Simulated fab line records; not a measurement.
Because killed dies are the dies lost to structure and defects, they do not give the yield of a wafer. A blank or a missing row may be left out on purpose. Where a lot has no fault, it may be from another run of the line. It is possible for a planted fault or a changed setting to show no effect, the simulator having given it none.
fab line records ; flow nandHarc ; part 2 of 2: steps 27 to 38 of 38
record: lots: 5; wafers: 15; lastDay: 33
route steps=1302 shown A_STAIRCASE@745
lots with no fault: from the same line, run without faults
startH: start of the lot's first displayed wafer, in hours after the record's first day ; waitH: hours from the lot's prior step to this one ; " identical to the entry in the row above ; L1.1+2: a row that stands for several wafers ; - value missing, or start not given ; * or withheld: withheld ; < > ~ a bound
route shown NAME@n: a module of which the file shows steps, and the number in the route of the first ; usual: average and standard deviation across the fault-free wafers ; same: alike in all rows ; chamber/n: place in a boat ; sites: per-site readings ; _std_site: standard deviation of those values ; _edge_site: mean of outer sites minus mean of inner sites ; radiusMm: how far each site lies from the wafer's centre ; mask NAME#n: copy n ; behind: the most recent tool/chamber to have shaped the wafer ; hold: what put the lot on hold/how long, in hours/how the hold closed ; device: whichever transistor did not switch (one of n, p or np) ; end of line: at the end of the route, the tests of the same wafers ; where a step has no rows: the recipe by itself ; killed: dies that structure and defects cost at the first sort, which is not the same as the wafer's yield ; map: dies across one wafer; x = killed, . = not, _ = none there
set.NAME: the setting as run; set.NAME@STEP: as run at that earlier step ; model.NAME: the simulator's own value behind a step, which no gauge read
a table for each step, a row for each wafer; lots at some steps of the route
services: when a tool's chamber went out of use (startH, in hours from the record's first day, below 0 if earlier), for how many hours, and the reason
== steps ==
step: NHARC_A_STAIRCASE_DEP_259
recipe: targetThkA: 300; targetThkNm: 30; tempC: 400; pressureTorr: 3.5; flowSccm: 200; rfW: 350; material: SiON
usual: heaterPowerW: 718/79; showerheadVppV: 1151/38; susceptorTempC: 399.96/0.24
lot.wafer;tool;chamber;startH;waitH;heaterPowerW;showerheadVppV;sinceWetCleanH;susceptorTempC
L074.2;pecvd-03;1;390.34;1.3;742;1192;11;399.69
L074.3;pecvd-03;2;390.34;1.3;788;1105;11;399.85
L074.5;pecvd-03;1;390.34;1.3;739;1181;-;400.11
L082.3;pecvd-03;2;432.82;1.0;796;1110;54;399.95
L082.6;pecvd-03;1;432.82;1.0;796;1189;-;400.05
L082.4;pecvd-03;0;432.82;1.0;536;1111;-;399.20
L083.1;pecvd-02;2;469.52;1.6;702;1076;48;400.08
L083.3;pecvd-02;0;469.52;1.6;768;1178;-;399.69
L083.6;pecvd-02;2;469.52;1.6;727;1077;-;399.89
L096.1;pecvd-04;0;587.52;1.7;786;1147;125;400.05
L096.6;pecvd-04;1;587.52;1.7;801;1185;-;400.10
L096.5;pecvd-04;0;587.52;1.7;783;1144;-;400.22
L095.2;pecvd-04;2;591.31;1.2;579;1182;128;399.88
L095.1;pecvd-04;0;591.31;1.2;765;1162;128;400.55
L095.4;pecvd-04;0;591.31;1.2;766;1134;-;400.09
step: NHARC_A_STAIRCASE_DEHYDRATE_260
recipe: tempC: 150; timeS: 120
same: timeS: 120
lot.wafer;tool;chamber;startH;waitH
L074.2+3+5;lithoTrack-02;0;390.61;0.2
L082.3+4+6;lithoTrack-02;0;433.07;0.2
L083.1+3+6;lithoTrack-02;0;469.84;0.3
L096.1+5+6;lithoTrack-07;0;587.73;0.2
L095.1+2+4;lithoTrack-03;0;591.58;0.2
step: NHARC_A_STAIRCASE_HMDS_261
recipe: timeS: 30
same: timeS: 30
lot.wafer;tool;chamber;startH;waitH
L074.2+3+5;lithoTrack-02;0;-;-
L082.3+4+6;lithoTrack-02;0;-;-
L083.1+3+6;lithoTrack-02;0;-;-
L096.1+5+6;lithoTrack-07;0;-;-
L095.1+2+4;lithoTrack-03;0;-;-
step: NHARC_A_STAIRCASE_COAT_262
recipe: spinRpm: 1200
lot.wafer;tool;chamber;startH;waitH
L074.2+3+5;lithoTrack-02;0;-;-
L082.3+4+6;lithoTrack-02;0;-;-
L083.1+3+6;lithoTrack-02;0;-;-
L096.1+5+6;lithoTrack-07;0;-;-
L095.1+2+4;lithoTrack-03;0;-;-
step: NHARC_A_STAIRCASE_SOFTBAKE_263
recipe: tempC: 135; timeS: 170
same: timeS: 170
lot.wafer;tool;chamber;startH;waitH
L074.2+3+5;lithoTrack-02;0;-;-
L082.3+4+6;lithoTrack-02;0;-;-
L083.1+3+6;lithoTrack-02;0;-;-
L096.1+5+6;lithoTrack-07;0;-;-
L095.1+2+4;lithoTrack-03;0;-;-
step: NHARC_A_STAIRCASE_EBR_264
lot.wafer;tool;chamber;startH;waitH
L074.2+3+5;lithoTrack-02;0;-;-
L082.3+4+6;lithoTrack-02;0;-;-
L083.1+3+6;lithoTrack-02;0;-;-
L096.1+5+6;lithoTrack-07;0;-;-
L095.1+2+4;lithoTrack-03;0;-;-
step: NHARC_A_STAIRCASE_EXPOSE_265
recipe: na: 0.5; doseMj: 25.01; maskId: CHOP_200
usual: focusOffsetNm: 0.0/0.56
lot.wafer;tool;chamber;startH;waitH;mask;focusOffsetNm
L074.2;krfScanner-01;0;390.95;-;CHOP_200#0;0.2
L074.3;krfScanner-01;0;390.95;-;CHOP_200#0;0.7
L074.5;krfScanner-01;0;390.95;-;CHOP_200#0;0.1
L082.3;krfScanner-03;0;433.41;-;CHOP_200#0;0.3
L082.4;krfScanner-03;0;433.41;-;CHOP_200#0;0.4
L082.6;krfScanner-03;0;433.41;-;CHOP_200#0;0.2
L083.1;krfScanner-03;0;470.04;-;CHOP_200#0;-0.9
L083.3;krfScanner-03;0;470.04;-;CHOP_200#0;0.5
L083.6;krfScanner-03;0;470.04;-;CHOP_200#0;-0.4
L096.1;krfScanner-01;0;588.07;-;CHOP_200#0;-0.9
L096.5;krfScanner-01;0;588.07;-;CHOP_200#0;0.3
L096.6;krfScanner-01;0;588.07;-;CHOP_200#0;-1.3
L095.1;krfScanner-01;0;591.79;-;CHOP_200#0;-0.6
L095.2;krfScanner-01;0;591.79;-;CHOP_200#0;0.2
L095.4;krfScanner-01;0;591.79;-;CHOP_200#0;-0.6
step: NHARC_A_STAIRCASE_PEB_266
recipe: pebTempC: 115; pebTimeS: 130
lot.wafer;tool;chamber;startH;waitH
L074.2+3+5;lithoTrack-03;0;391.01;0.1
L082.3+4+6;lithoTrack-03;0;433.46;0.1
L083.1+3+6;lithoTrack-07;0;470.12;0.1
L096.1+5+6;lithoTrack-02;0;588.13;0.1
L095.1+2+4;lithoTrack-03;0;591.85;0.1
step: NHARC_A_STAIRCASE_DEVELOP_267
recipe: timeS: 140
same: timeS: 140
lot.wafer;tool;chamber;startH;waitH
L074.2+3+5;lithoTrack-03;0;-;-
L082.3+4+6;lithoTrack-03;0;-;-
L083.1+3+6;lithoTrack-07;0;-;-
L096.1+5+6;lithoTrack-02;0;-;-
L095.1+2+4;lithoTrack-03;0;-;-
step: NHARC_A_STAIRCASE_HARDBAKE_269
recipe: tempC: 120; timeS: 140
same: timeS: 140
lot.wafer;tool;chamber;startH;waitH
L074.2+3+5;lithoTrack-02;0;391.23;-
L082.3+4+6;lithoTrack-03;0;433.69;-
L083.1+3+6;lithoTrack-03;0;470.33;-
L096.1+5+6;lithoTrack-07;0;588.35;-
L095.1+2+4;lithoTrack-03;0;592.07;-
step: NHARC_A_STAIRCASE_DESCUM_270
recipe: timeS: 3; o2FlowSccm: 200; arFlowSccm: 0; biasPowerW: 0; chemistry: O2
usual: drypumpMotorCurrentA: 5.46/0.3; oesProductAu: 0.999/0.013; rfVppV: 57.8/1; showerheadPlenumPTorr: 1.93/0.091; throttleValvePct: 11.312/0.0093
same: timeS: 3
lot.wafer;tool;chamber;startH;waitH;drypumpMotorCurrentA;oesProductAu;rfHoursCounterH;rfVppV;showerheadPlenumPTorr;throttleValvePct
L074.2;rieDiel-03;2;391.33;-;5.39;1.019;34;57.4;1.95;11.326
L074.3;rieDiel-03;3;391.33;-;5.64;1.006;35;56.8;1.90;11.297
L074.5;rieDiel-03;1;391.33;-;5.86;1.004;-;57.6;2.06;11.306
L082.4;rieDiel-03;3;433.78;-;5.60;1.011;55;57.1;1.89;11.317
L082.3;rieDiel-03;1;433.78;-;5.81;0.997;49;59.8;2.05;11.319
L082.6;rieDiel-03;3;433.78;-;5.63;1.002;-;57.8;1.89;11.323
L083.3;rieDiel-06;0;472.11;-;5.02;0.989;50;58.4;2.04;11.317
L083.1;rieDiel-06;1;472.11;-;5.26;0.972;46;59.1;1.88;11.310
L083.6;rieDiel-06;0;472.11;-;5.00;0.997;-;57.6;2.04;11.309
L096.1;rieDiel-03;0;588.46;-;5.18;0.970;36;58.0;2.06;11.308
L096.5;rieDiel-03;2;588.46;-;5.44;1.009;-;56.8;1.92;11.304
L096.6;rieDiel-03;3;588.46;-;5.60;1.019;-;57.2;1.88;11.305
L095.4;rieDiel-03;2;592.16;-;5.40;0.990;43;58.2;1.92;11.315
L095.1;rieDiel-03;3;592.16;-;5.62;0.997;36;59.0;1.88;11.319
L095.2;rieDiel-03;0;592.16;-;5.17;0.988;38;58.2;2.06;11.335
step: NHARC_A_STAIRCASE_ETCH_271
recipe: cf4FlowSccm: 100; chf3FlowSccm: 30; arFlowSccm: 0; rfW: 500; biasW: 200; chemistry: CF4/CHF3
usual: drypumpMotorCurrentA: 5.45/0.29; oesProductAu: 0.947/0.023; rfVppV: 371.0/2.5; showerheadPlenumPTorr: 1.59/0.07; throttleValvePct: 16.802/0.009
lot.wafer;tool;chamber;startH;waitH;drypumpMotorCurrentA;oesProductAu;rfHoursCounterH;rfVppV;showerheadPlenumPTorr;throttleValvePct
L074.3;rieDiel-03;0;394.20;2.8;5.18;0.915;37;367.9;1.46;16.810
L074.2;rieDiel-03;3;394.20;2.8;5.57;0.927;39;370.1;1.56;16.797
L074.5;rieDiel-03;1;394.20;2.8;5.81;0.926;-;374.1;1.68;16.818
L082.3;rieDiel-03;3;433.87;0.1;5.63;0.967;55;370.1;1.55;16.790
L082.4;rieDiel-03;1;433.87;0.1;5.80;0.964;49;373.5;1.68;16.804
L082.6;rieDiel-03;2;433.87;0.1;5.41;0.961;-;373.2;1.59;16.811
L083.1;rieDiel-06;3;472.27;0.1;5.96;0.945;47;371.4;1.59;16.806
L083.3;rieDiel-06;1;472.27;0.1;5.24;0.918;46;370.5;1.55;16.803
L083.6;rieDiel-06;3;472.27;0.1;5.95;0.947;-;370.4;1.59;16.808
L096.1;rieDiel-03;0;588.53;0.1;5.18;0.937;36;374.3;1.69;16.794
L096.6;rieDiel-03;0;588.53;0.1;5.20;0.936;-;374.2;1.69;16.809
L096.5;rieDiel-03;1;588.53;0.1;5.84;0.978;-;374.4;1.67;16.804
L095.4;rieDiel-03;2;592.25;0.1;5.39;0.964;43;372.2;1.58;16.780
L095.2;rieDiel-03;3;592.25;0.1;5.62;0.966;36;370.3;1.54;16.802
L095.1;rieDiel-03;1;592.25;0.1;5.81;0.986;44;374.6;1.67;16.792
== services ==
tool;chamber;startH;hours;kind
krfScanner-01;-;384.95;5.6;repair
rieDiel-02;0;388.08;3.5;repair
rieDiel-02;-;393.70;9.0;pm
lithoTrack-02;-;402.00;7.0;pm
krfScanner-03;-;406.09;4.0;pm
lithoTrack-07;-;426.00;7.0;pm
plasmaAsher-02;-;426.00;9.0;pm
rieDiel-03;1;427.33;3.5;repair
wetBench-05;-;436.88;8.0;pm
krfScanner-01;-;440.12;2.0;repair
lithoTrack-03;-;450.00;7.0;pm
rieDiel-03;-;458.46;9.0;pm
rieDiel-03;0;481.98;13.0;repair
krfScanner-01;-;484.00;4.0;pm
rieDiel-06;-;484.39;9.0;pm
plasmaAsher-02;-;495.89;0.5;repair
wetBench-07;-;512.00;8.0;pm
rieDiel-03;3;517.78;17.8;repair
rieDiel-06;3;518.22;11.4;repair
plasmaAsher-01;-;520.17;9.0;pm
krfScanner-03;-;528.60;0.7;repair
wetBench-07;-;535.12;3.3;repair
rieDiel-02;-;570.78;9.0;pm
lithoTrack-02;-;577.00;7.0;pm
